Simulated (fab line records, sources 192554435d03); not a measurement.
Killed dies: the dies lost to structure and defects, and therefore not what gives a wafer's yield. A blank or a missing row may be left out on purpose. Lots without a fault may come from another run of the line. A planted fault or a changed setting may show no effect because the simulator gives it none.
Chamber matching + flow n5-finfet + N5_BEOL_M5_VIA_ETCH_34 on rie-diel-01: 4 sister chambers
The step etches SiCOH lowk in C4F6/O2, target depth 88.3 nm, time 39.2 s. 16 wafers are shown with their chamber, then 8 later ones without.

EACH WAFER AND ITS CHAMBER
| wafer  | chamber | showerhead-plenum-p-Torr (Torr) | rf-vpp-V (V) | drypump-motor-current-A (A) |
|--------|---------|---------------------------------|--------------|-----------------------------|
| L076.4 | 3       | 2.75                            | 619          | 6.4                         |
| L076.5 | 2       | 2.78                            | 660          | 5.6                         |
| L076.6 | 1       | 2.69                            | 655          | 5.7                         |
| L079.1 | 1       | 2.69                            | 655          | 5.7                         |
| L079.4 | 2       | 2.78                            | 660          | 5.6                         |
| L079.5 | 0       | 2.84                            | 686          | 6.0                         |
| L081.2 | 0       | 2.84                            | 684          | 6.0                         |
| L081.3 | 1       | 2.69                            | 655          | 5.7                         |
| L081.6 | 1       | 2.69                            | 653          | 5.7                         |
| L080.3 | 1       | 2.69                            | 655          | 5.7                         |
| L080.4 | 0       | 2.84                            | 686          | 6.0                         |
| L080.5 | 3       | 2.75                            | 621          | 6.3                         |
| L088.4 | 0       | 2.83                            | 685          | 6.0                         |
| L088.5 | 3       | 2.75                            | 621          | 6.3                         |
| L088.6 | 2       | 2.78                            | 661          | 5.6                         |
| L086.2 | 2       | 2.78                            | 660          | 5.6                         |

SIGNATURES (averages over the wafers above)
| reading                  | chamber 0 | chamber 1 | chamber 2 | chamber 3 | scatter within a chamber |
|--------------------------|-----------|-----------|-----------|-----------|--------------------------|
| showerhead-plenum-p-Torr | 2.8375    | 2.6900    | 2.7800    | 2.7500    | 0.0025                   |
| rf-vpp-V                 | 685.25    | 654.60    | 660.25    | 620.33    | 0.883                    |
| drypump-motor-current-A  | 6.000     | 5.700     | 5.600     | 6.333     | 0.0236                   |
Rule: a wafer's distance from a chamber is the root of the sum, over the readings, of the square of ((its reading less the chamber's mean) divided by the reading's scatter). The wafer belongs to the nearest chamber; if the next one is less than 2 further off, it can't be placed. The scatter is the square root of a quotient: the sum, over the shown wafers, of each reading's squared deviation from its chamber's mean, divided by wafers minus chambers.

WAFERS WITHOUT THEIR CHAMBER
| wafer  | showerhead-plenum-p-Torr (Torr) | rf-vpp-V (V) | drypump-motor-current-A (A) |
|--------|---------------------------------|--------------|-----------------------------|
| L086.3 | 2.75                            | 620          | 6.3                         |
| L086.6 | 2.78                            | 659          | 5.6                         |
| L087.1 | 3.02                            | 666          | 5.7                         |
| L087.5 | 2.74                            | 620          | 6.3                         |
| L087.6 | 2.77                            | 660          | 5.6                         |
| L092.1 | 3.02                            | 666          | 5.7                         |
| L092.2 | 2.83                            | 685          | 6.0                         |
| L092.3 | 2.74                            | 619          | 6.3                         |

EACH ONE'S CHAMBER
| wafer  | from the rows above | in truth                   |
|--------|---------------------|----------------------------|
| L086.3 | 3                   | 3                          |
| L086.6 | 2                   | 2                          |
| L087.1 | 0                   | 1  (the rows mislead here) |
| L087.5 | 3                   | 3                          |
| L087.6 | 2                   | 2                          |
| L092.1 | 0                   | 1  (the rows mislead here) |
| L092.2 | 0                   | 0                          |
| L092.3 | 3                   | 3                          |
Correctly placed: 6 of 8. Number that these rows cannot place: 0. Wrongly placed: 2.
